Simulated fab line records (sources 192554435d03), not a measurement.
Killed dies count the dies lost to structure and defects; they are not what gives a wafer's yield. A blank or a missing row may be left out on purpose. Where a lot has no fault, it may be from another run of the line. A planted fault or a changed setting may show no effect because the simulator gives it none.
Matching of chambers	flow n5 finfet	N5_BEOL_M13_DEP_53 on pecvd-02: 3 sister chambers
The step deposits SiCN from 3MS/NH3, target thk 50 nm, time 17.8 s. 20 wafers are shown with their chamber, then 10 later ones without.

## EACH WAFER AND ITS CHAMBER
wafer	chamber	showerhead plenum p Torr (Torr)	throttle valve pct (%)
L077.2	1	4.140	18.0
L077.3	0	4.189	17.9
L077.4	0	4.177	17.8
L081.2	2	4.187	16.4
L081.3	1	4.138	17.9
L081.5	0	4.180	17.9
L080.1	1	4.128	17.7
L080.2	2	4.188	16.5
L080.6	1	4.148	18.0
L084.1	2	4.187	16.6
L084.3	0	4.183	18.0
L084.6	0	4.189	17.9
L089.3	1	4.149	17.7
L089.4	2	4.185	16.7
L089.6	1	4.152	18.0
L087.1	2	4.179	17.0
L087.3	1	4.141	17.5
L087.5	0	4.193	18.0
L091.1	0	4.183	17.9
L091.3	0	4.188	17.8

SIGNATURES (averages over the wafers above)
reading	chamber 0	chamber 1	chamber 2	scatter within a chamber
showerhead plenum p Torr	4.18525	4.14229	4.18520	0.00621
throttle valve pct	17.900	17.829	16.640	0.169
Rule: a wafer's distance from a chamber is the root of the sum, over the readings, of the square of ((its reading less the chamber's mean) divided by the reading's scatter). The wafer belongs to the nearest chamber; if the next one is less than 2 further off, it can't be placed. The scatter: the root of (the sum of the squares of (reading less its chamber's mean) over the shown wafers, divided by (wafers less chambers)).

## WAFERS WITHOUT THEIR CHAMBER
wafer	showerhead plenum p Torr (Torr)	throttle valve pct (%)
L091.4	4.140	17.7
L090.1	4.146	18.1
L090.4	4.173	17.9
L090.6	4.180	17.0
L094.2	4.184	17.7
L094.5	4.185	16.8
L094.6	4.152	17.7
L097.1	4.176	17.5
L097.2	4.137	17.9
L097.5	4.179	17.8

## WHICH CHAMBER EACH WENT THROUGH
wafer	from the rows above	in truth
L091.4	1	1
L090.1	1	1
L090.4	0	0
L090.6	2	2
L094.2	0	0
L094.5	2	2
L094.6	1	1
L097.1	0	0
L097.2	1	1
L097.5	0	0
Correctly placed: 10 of 10. Can't be placed from these rows: 0. Placed wrongly: 0.
